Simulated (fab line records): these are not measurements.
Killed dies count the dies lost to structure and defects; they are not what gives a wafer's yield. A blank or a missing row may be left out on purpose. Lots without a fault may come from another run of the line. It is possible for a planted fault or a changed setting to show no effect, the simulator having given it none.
fab line records | flow n5Finfet
[record] lots = 6 wafers = 18 lastDay = 18
route steps=1938 shown BEOL_M1@756 BEOL_M4@1111
lots with no fault: from the same line, run without faults
startH: hours from the record's first day to the start of the lot's first wafer shown | waitH: hours since the lot's step before | " the same as in the row above | L1.1+2: a row that stands for several wafers | - no value, or no start was given | * or withheld: withheld | < > ~ a bound
route shown NAME@n: names a module that has steps shown in the file, with the first one's number in the route | usual: mean/standard deviation of fault-free wafers | same: alike in all rows | chamber/n: place in a boat | sites: readings site by site | _std_site: their standard deviation | _edge_site: the outer-site mean with the inner-site mean subtracted | radiusMm: how far each site lies from the wafer's centre | mask NAME#n: copy n | behind: the tool/chamber that last shaped the wafer | hold: cause of the lot's hold/its duration in hours/its outcome | device: transistor that didn't switch, given as n, p or np | end of line: the same wafers' tests at the end of the route | where a step has no rows: the recipe by itself | killed: count of dies lost to structure and defects at first sort (not the wafer's yield) | map: a wafer's dies, marking killed ones x, the rest . and places with no die _
set.NAME: setting as actually run; set.NAME@STEP: the setting as run at that earlier step | model.NAME: the simulator's own value behind a step, which no gauge read
lots seen at some steps along the route; tables by step, rows by wafer
services: from which hour (startH, from the record's first day; less than 0 if before it) a tool's chamber was out of use, for how many hours, and why
[[steps]]
[step N5_BEOL_M1_COAT_62]
[recipe] resist = SiARC tempC = 220 timeS = 60 spinRpm = 1500 resistThkNm = 12
[step N5_BEOL_M1_COAT_73]
[recipe] resist = underlayer tempC = 205 timeS = 60 spinRpm = 1500 resistThkNm = 5
[step N5_BEOL_M1_COAT_05]
[recipe] resist = CAR-EUV spinRpm = 1500 resistThkNm = 30
[step N5_BEOL_M1_EBR_07]
[recipe] solvent = PGMEA ebrWidthMm = 1.5
[step N5_BEOL_M1_SOFTBAKE_06]
[recipe] tempC = 110 timeS = 60 resist = CAR-EUV
[step N5_BEOL_M1_EXPOSE_08]
[recipe] maskId = M1 na = 0.33 sourceShape = dipole sigmaInner = 0.369 sigmaOuter = 0.767 polarization = unpolarized doseMj = 33
[step N5_BEOL_M1_PEB_09]
[recipe] pebTempC = 100 pebTimeS = 60 resist = CAR-EUV
[step N5_BEOL_M1_DEVELOP_10]
[recipe] developTimeS = 30 developer = TMAH resist = CAR-EUV rinseLiquid = surfactantRinse dry = airSpin devTempC = 23
[step N5_BEOL_M1_CD_MEAS_11]
[recipe] targetCdNm = 17.05 landingEnergyEv = 500 detector = seInlens polarity = opening
[usual] cdNm = 17.01/0.25
// columns lot.wafer tool chamber startH waitH cdNm
L489.1 cdSem-03 0 145.20 - 17.02
L489.3 " 0 " " 17.20
L489.5 " 0 " " 16.89
L494.2 cdSem-02 0 175.22 - 17.40
L494.3 " 0 " " 16.95
L494.6 " 0 " " 17.22
L502.4 cdSem-03 0 228.38 - 16.96
L502.5 " 0 " " 16.62
L502.6 " 0 " " 16.76
L503.1 cdSem-02 0 239.00 - 17.40
L503.2 " 0 " " 17.08
L503.4 " 0 " " 17.12
L505.2 cdSem-01 0 245.45 - 16.53
L505.3 " 0 " " 16.97
L505.5 " 0 " " 16.78
L506.2 cdSem-01 0 251.25 - 16.96
L506.5 " 0 " " 16.72
L506.6 " 0 " " 16.81
[step N5_BEOL_M1_OVL_MEAS_12]
[recipe] pointsPerWafer = 522
[usual] M1_OVL = -0.8/0.63
// columns lot.wafer tool chamber startH waitH M1_OVL[nm]
L489.1 overlay-02 0 145.23 0.0 -0.7
L489.3 " 0 " " -0.7
L489.5 " 0 " " -1.5
L494.2 overlay-01 0 175.25 0.0 0.5
L494.3 " 0 " " -1.7
L494.6 " 0 " " -0.3
L502.4 overlay-02 0 228.42 0.0 -0.8
L502.5 " 0 " " -1.2
L502.6 " 0 " " -1.2
L503.1 overlay-01 0 239.03 0.0 -0.1
L503.2 " 0 " " -1.3
L503.4 " 0 " " -1.2
L505.2 overlay-02 0 245.49 0.0 -1.6
L505.3 " 0 " " -1.6
L505.5 " 0 " " -1.1
L506.2 overlay-02 0 251.29 0.0 -1.5
L506.5 " 0 " " -1.3
L506.6 " 0 " " -1.9
[step N5_BEOL_M1_INSPECT_13]
[recipe] mode = adi inspectInstrument = brightfield
[usual] rawDefectCount = 396/100
// columns lot.wafer tool chamber startH waitH rawDefectCount
L489.1 defectInspect-01 - 145.28 0.1 357
L489.3 " - " " 337
L489.5 " - " " 433
L494.2 defectInspect-02 - 175.30 0.0 201
L494.3 " - " " 416
L494.6 " - " " 344
L502.4 defectInspect-02 - 228.47 0.0 514
L502.5 " - " " 358
L502.6 " - " " 394
L503.1 defectInspect-01 - 239.09 0.1 572
L503.2 " - " " 594
L503.4 " - " " 633
L505.2 defectInspect-02 - 245.54 0.0 388
L505.3 " - " " 300
L505.5 " - " " 333
L506.2 defectInspect-02 - 251.34 0.0 357
L506.5 " - " " 323
L506.6 " - " " 334
[step N5_BEOL_M1_DESCUM_16]
[recipe] chemistry = O2 timeS = 7 sourcePowerW = 50 biasPowerW = 20 pressureMtorr = 20 rfFrequencyHz = 2.712e+07 tempC = 40 resist = CAR-EUV o2FlowSccm = 225
[usual] drypumpMotorCurrentA = 5.8/0.76 oesProductAu = 0.79/0.07 rfVppV = 243.1/1.4 showerheadPlenumPTorr = 2.10/0.061 throttleValvePct = 20.30/0.15
[same] timeS = 7
// columns lot.wafer tool chamber startH waitH drypumpMotorCurrentA oesProductAu rfHoursCounterH rfVppV showerheadPlenumPTorr throttleValvePct
L489.1 rieDiel-04 3 145.53 0.2 6.7 0.86 52 241.5 2.05 20.32
L489.3 " 2 " " 6.5 0.95 2 242.4 2.07 20.21
L489.5 " 3 " " 6.7 0.85 - 241.7 2.05 20.32
L494.2 rieDiel-04 0 175.68 0.4 5.4 0.72 188 244.5 2.17 20.35
L494.3 " 1 " " 4.7 0.73 158 244.7 2.18 20.29
L494.6 " 0 " " 5.4 0.72 - 245.9 2.17 20.37
L502.4 rieDiel-04 2 228.50 0.0 6.5 0.88 29 241.8 2.06 20.24
L502.5 " 1 " " 4.7 0.72 - 244.3 2.18 20.32
L502.6 " 0 " " 5.3 0.72 - 244.8 2.17 20.37
L503.1 rieDiel-04 3 239.12 0.0 6.8 0.82 78 243.3 2.04 20.35
L503.2 " 1 " " 4.7 0.73 175 244.1 2.18 20.33
L503.4 " 0 " " 5.4 0.72 205 245.8 2.17 20.37
L505.2 rieDiel-03 1 245.70 0.2 5.3 0.82 62 241.6 2.12 19.93
L505.3 " 3 " " 6.4 0.71 220 241.9 2.04 20.30
L505.5 " 0 " " 6.4 0.80 - 245.0 2.10 20.23
L506.2 rieDiel-01 1 251.37 0.0 4.9 0.69 217 240.7 1.98 20.43
L506.5 " 0 " " 5.6 0.78 - 243.9 2.11 20.55
L506.6 " 3 " " 6.4 0.83 - 243.0 2.04 20.38
[step N5_BEOL_M1_ETCH_74]
[recipe] chemistry = N2/H2 target = underlayer targetDepthA = 65 maskMaterial = CAR-EUV timeS = 5.2 ionEnergyEv = 200 pressureMtorr = 30 sourceW = 840 biasW = 150 n2FlowSccm = 200 h2FlowSccm = 200 ends = cleared
[usual] biasW = 150.0/0.48 drypumpMotorCurrentA = 5.8/0.76 etchRfOnTimeS = 5.26/0.11 n2FlowSccm = 200.1/0.56 oesProductAu = 0.67/0.057 rfVppV = 523.8/2.6 showerheadPlenumPTorr = 2.54/0.083 throttleValvePct = 17.72/0.21
// columns lot.wafer tool chamber startH waitH biasW drypumpMotorCurrentA etchRfOnTimeS n2FlowSccm oesProductAu rfHoursCounterH rfVppV showerheadPlenumPTorr throttleValvePct
L489.1 rieDiel-04 3 145.57 0.0 149.8 6.8 5.26 199.7 0.71 52 520.8 2.48 17.76
L489.3 " 2 " " 149.1 6.5 5.26 200.2 0.80 2 523.4 2.48 17.32
L489.5 " 3 " " 149.4 6.7 5.22 199.9 0.72 - 521.5 2.48 17.76
L494.2 rieDiel-04 0 175.71 0.0 150.4 5.3 5.43 199.6 0.60 188 526.0 2.64 17.79
L494.3 " 1 " " 149.1 4.7 5.16 200.2 0.63 158 526.3 2.66 17.81
L494.6 " 0 " " 149.7 5.4 5.33 200.1 0.61 - 525.9 2.64 17.78
L502.4 rieDiel-04 2 228.53 0.0 162.3 6.5 5.15 201.3 0.74 29 548.7 2.47 17.37
L502.5 " 1 " " 161.8 4.7 5.01 199.7 0.64 - 555.7 2.66 17.88
L502.6 " 0 " " 161.9 5.4 5.14 199.4 0.61 - 550.8 2.64 17.83
L503.1 rieDiel-04 3 239.16 0.0 162.6 6.7 4.92 199.7 0.71 78 549.6 2.47 17.80
L503.2 " 1 " " 161.6 4.7 4.89 200.5 0.64 175 551.4 2.65 17.89
L503.4 " 0 " " 161.3 5.4 5.11 200.3 0.62 205 551.7 2.64 17.81
L505.2 rieDiel-03 1 245.74 0.0 150.3 5.3 5.25 199.4 0.69 62 524.2 2.57 17.29
L505.3 " 3 " " 151.2 6.4 5.10 200.4 0.61 220 520.8 2.52 18.04
L505.5 " 0 " " 150.3 6.4 5.51 199.3 0.66 - 523.4 2.56 17.75
L506.2 rieDiel-01 1 251.41 0.0 149.8 4.9 5.34 199.7 0.59 217 519.6 2.40 17.96
L506.5 " 0 " " 149.9 5.6 5.02 200.5 0.67 - 521.2 2.55 17.84
L506.6 " 3 " " 150.5 6.4 5.29 199.7 0.72 - 522.9 2.48 17.80
[step N5_BEOL_M1_ETCH_63]
[recipe] chemistry = CF4 target = SiARC targetDepthA = 156 maskMaterial = CAR-EUV timeS = 26 ionEnergyEv = 80 pressureMtorr = 40 sourceW = 545 biasW = 36 Ar_flow_sccm = 100 cf4FlowSccm = 100 ends = cleared
[usual] biasW = 36.02/0.1 drypumpMotorCurrentA = 5.8/0.76 etchRfOnTimeS = 26.4/0.6 oesProductAu = 0.67/0.057 rfVppV = 184.1/1.2 showerheadPlenumPTorr = 2.14/0.056 throttleValvePct = 15.46/0.17
// columns lot.wafer tool chamber startH waitH biasW drypumpMotorCurrentA etchRfOnTimeS oesProductAu rfHoursCounterH rfVppV showerheadPlenumPTorr throttleValvePct
L489.1 rieDiel-04 3 145.58 0.0 35.93 6.8 26.3 0.71 52 183.2 2.10 15.49
L489.3 " 2 " " 35.91 6.5 26.6 0.80 2 184.7 2.10 15.15
L489.5 " 3 " " 35.87 6.7 26.4 0.72 - 182.4 2.10 15.48
L494.2 rieDiel-04 0 175.73 0.0 36.12 5.3 27.4 0.60 188 183.7 2.20 15.50
L494.3 " 1 " " 35.97 4.7 25.8 0.63 158 184.9 2.22 15.44
L494.6 " 0 " " 36.22 5.4 27.0 0.60 - 184.9 2.20 15.51
L502.4 rieDiel-04 2 228.55 0.0 35.79 6.5 27.1 0.73 29 184.5 2.09 15.22
L502.5 " 1 " " 35.93 4.7 26.1 0.62 - 184.3 2.21 15.49
L502.6 " 0 " " 36.00 5.4 27.1 0.59 - 185.7 2.19 15.53
L503.1 rieDiel-04 3 239.17 0.0 35.97 6.8 25.9 0.70 78 182.7 2.09 15.53
L503.2 " 1 " " 36.01 4.7 25.6 0.62 175 185.9 2.21 15.49
L503.4 " 0 " " 36.03 5.4 26.6 0.60 205 185.0 2.19 15.53
L505.2 rieDiel-03 1 245.75 0.0 36.11 5.3 26.3 0.71 62 185.4 2.17 15.18
L505.3 " 3 " " 36.14 6.4 25.6 0.61 220 184.8 2.11 15.68
L505.5 " 0 " " 36.13 6.4 27.4 0.67 - 183.7 2.14 15.41
L506.2 rieDiel-01 1 251.42 0.0 36.06 4.9 27.1 0.59 217 182.8 2.03 15.73
L506.5 " 0 " " 36.02 5.6 25.3 0.67 - 184.8 2.16 15.79
L506.6 " 3 " " 36.12 6.4 26.6 0.71 - 182.1 2.10 15.55
[step N5_BEOL_M4_RC_MEAS_101]
[usual] DIBL_N = 36.3/2 DIBL_P = 36.3/2.4 IOFF_N = 0.16/0.034 IOFF_P = 0.21/0.035 ION_N = 672/12 ION_P = 459/6.5 SS_N = 71.6/0.67 SS_P = 73.3/0.71 VT_N = 250/3.5 VT_P = -251/3
// columns lot.wafer tool chamber startH waitH DIBL_N[mV/V] DIBL_P[mV/V] IOFF_N[nA/um] IOFF_P[nA/um] ION_N[uA/um] ION_P[uA/um] SS_N[mV/dec] SS_P[mV/dec] VT_N[mV] VT_P[mV]
L489.1 prober-02 0 191.00 0.0 33.7 36.0 0.12 0.16 664 455 71.1 72.5 254 -255
L489.3 " 0 " " 37.3 39.9 0.18 0.22 676 456 72.4 73.6 250 -252
L489.5 " 0 " " 35.6 37.9 0.16 0.20 673 455 71.5 73.7 252 -254
L494.2 prober-02 0 242.64 0.2 40.5 39.7 0.23 0.25 679 456 72.6 73.8 246 -248
L494.3 " 0 " " 39.3 38.1 0.19 0.21 682 453 72.3 73.6 247 -253
L494.6 " 0 " " 38.8 38.8 0.19 0.22 686 465 72.7 73.6 247 -251
L502.4 prober-02 0 293.75 0.5 39.2 39.7 0.19 0.25 688 469 72.0 74.3 246 -248
L502.5 " 0 " " 39.5 39.5 0.21 0.25 688 467 72.1 73.6 247 -248
L502.6 " 0 " " 38.6 39.2 0.18 0.24 676 461 71.6 73.6 247 -246
L505.2 prober-02 0 296.36 0.2 33.6 32.7 0.13 0.16 674 456 71.3 72.5 251 -253
L505.3 " 0 " " 35.7 35.4 0.17 0.19 684 458 71.8 72.8 247 -251
L505.5 " 0 " " 36.7 37.5 0.20 0.22 695 467 72.5 73.0 244 -249
L506.2 prober-01 0 318.02 0.2 35.9 35.0 0.15 0.18 671 458 71.1 73.6 248 -254
L506.5 " 0 " " 35.2 35.0 0.15 0.18 672 460 71.1 73.3 250 -252
L506.6 " 0 " " 35.6 35.9 0.16 0.20 681 465 71.5 73.4 249 -251
L503.1 prober-02 0 318.71 0.0 35.9 35.4 0.17 0.19 672 457 71.6 73.7 249 -253
L503.2 " 0 " " 34.7 34.2 0.14 0.18 674 451 71.0 72.9 252 -251
L503.4 " 0 " " 37.3 38.2 0.22 0.24 687 459 72.3 74.5 243 -250
[[services]]
// columns tool chamber startH hours kind
rieDiel-01 1 136.98 6.2 repair
rieDiel-04 3 157.82 7.7 repair
rieDiel-01 3 159.74 5.1 repair
rieDiel-04 0 164.51 10.8 repair
rieDiel-01 0 192.03 15.2 repair
rieDiel-01 3 199.51 13.7 repair
rieDiel-01 1 203.97 4.9 repair
rieDiel-01 3 233.71 4.6 repair
rieDiel-03 - 247.81 0.9 repair
[[key]]
[firstSign] step = N5_BEOL_M1_ETCH_74 reading = biasW direction = up sigmas = 25 usual = * struck = *
[effect] step = N5_BEOL_M1_ETCH_74 reading = rfVppV direction = up sigmas = 11 usual = 523.8 struck = 551.3
metAt N5_BEOL_M1_ETCH_74
struckWafers L502.4,L502.5,L502.6,L503.1,L503.2,L503.4
onsetBetween 175.71 228.53
[fault] kind = processParameterDrift tool = rieDiel-04 chamber = - onsetH = 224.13 steps = N5_BEOL_M1_ETCH_74 channel = biasW offset = * shape = step endH = 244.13 actsIn = * stated = *
